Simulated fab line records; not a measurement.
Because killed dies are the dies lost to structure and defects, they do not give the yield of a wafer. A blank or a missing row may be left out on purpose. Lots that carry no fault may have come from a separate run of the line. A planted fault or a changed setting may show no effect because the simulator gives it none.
Matching of chambers ; flow nand_harc ; 4 sister chambers for NHARC_A_CHANNEL_HOLE_D1_ETCH_44 on rie_diel-08
The step etches the open film in CF4/O2, target depth 140 nm, overetch 14 nm, time 77 s. 4 wafers are shown with their chamber, then 8 later ones without.

WAFERS, EACH WITH ITS CHAMBER
wafer;chamber;drypump_motor_current_A (A)
L854.6;0;5.2
L856.2;1;6.2
L856.6;2;5.4
L866.1;3;5.6

WAFERS WITHOUT THEIR CHAMBER
wafer;drypump_motor_current_A (A)
L866.2;5.4
L866.3;5.2
L867.1;6.2
L867.2;5.7
L867.6;5.2
L868.1;5.2
L868.2;5.4
L868.3;5.7

WHICH CHAMBER EACH WENT THROUGH
wafer;from the rows above;in truth
L866.2;2;2
L866.3;0;0
L867.1;1;1
L867.2;3;3
L867.6;0;0
L868.1;0;0
L868.2;2;2
L868.3;3;3
Correct placement for 8 of the 8. From these rows, 0 cannot be placed. 0 placed wrongly.
How it was worked out, from the rows above alone: a wafer's distance from a chamber is the root of the sum, over the readings, of the square of ((its reading less the chamber's mean) divided by the reading's scatter). If the next closest chamber is less than 2 further off than the closest, the wafer can't be placed; otherwise it belongs to the closest. The mean given for a chamber averages the wafers shown for that chamber. The scatter: root of mean squared gap, hidden wafer to nearest shown wafer, with one shown wafer a chamber.
